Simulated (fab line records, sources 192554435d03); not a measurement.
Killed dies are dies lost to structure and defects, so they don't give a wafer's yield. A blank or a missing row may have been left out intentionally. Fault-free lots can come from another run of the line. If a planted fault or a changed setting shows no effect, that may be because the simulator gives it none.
Matching of chambers -- flow n5 finfet -- N5_BEOL_M4_ETCH_69 on rie diel-01: 4 sister chambers
The step etches SiARC in CF4, target depth 15.6 nm, time 26 s. 16 wafers are shown with their chamber, then 8 later ones without.

## WAFERS WITH THEIR CHAMBER
wafer,chamber,drypump motor current A (A),showerhead plenum p Torr (Torr),throttle valve pct (%)
L074.1,0,5.4,2.20,15.67
L074.2,1,4.9,2.10,15.27
L074.3,2,5.5,2.14,15.51
L076.1,3,5.8,2.18,15.41
L076.2,0,5.4,2.19,15.69
L076.4,2,5.5,2.14,15.50
L079.1,2,5.5,2.14,15.55
L079.2,0,5.3,2.19,15.70
L079.3,3,5.8,2.17,15.43
L087.3,2,5.5,2.13,15.57
L087.5,0,5.3,2.19,15.71
L087.6,1,4.9,2.09,15.31
L089.1,3,5.8,2.17,15.48
L089.3,0,5.4,2.19,15.74
L089.6,0,5.3,2.19,15.72
L093.1,3,5.8,2.16,15.50

SIGNATURES, as means of the wafers listed above
reading,chamber 0,chamber 1,chamber 2,chamber 3,scatter within a chamber
drypump motor current A,5.350,4.900,5.500,5.800,0.0354
showerhead plenum p Torr,2.1917,2.0950,2.1375,2.1700,0.00583
throttle valve pct,15.7050,15.2900,15.5325,15.4550,0.032
Rule: for a wafer and a chamber, the distance is found by dividing, reading by reading, the gap between the wafer's reading and the chamber's mean by the reading's scatter, squaring, summing and taking the root. The wafer belongs to the nearest chamber; if the next one is less than 2 further off, it can't be placed. The scatter is the square root of a quotient: the sum, over the shown wafers, of each reading's squared deviation from its chamber's mean, divided by wafers minus chambers.

## WAFERS WITH NO CHAMBER GIVEN
wafer,drypump motor current A (A),showerhead plenum p Torr (Torr),throttle valve pct (%)
L093.2,5.5,2.12,15.61
L093.4,4.9,2.09,15.33
L094.2,4.9,2.09,15.34
L094.4,5.8,2.16,15.50
L094.6,5.5,2.12,15.60
L097.3,5.3,2.18,15.77
L097.4,5.8,2.16,15.52
L097.5,4.9,2.09,15.34

## THE CHAMBER EACH PASSED THROUGH
wafer,from the rows above,in truth
L093.2,2,2
L093.4,1,1
L094.2,1,1
L094.4,3,3
L094.6,2,2
L097.3,0,0
L097.4,3,3
L097.5,1,1
Placed correctly: 8 of 8. Number that these rows cannot place: 0. Number placed wrongly: 0.
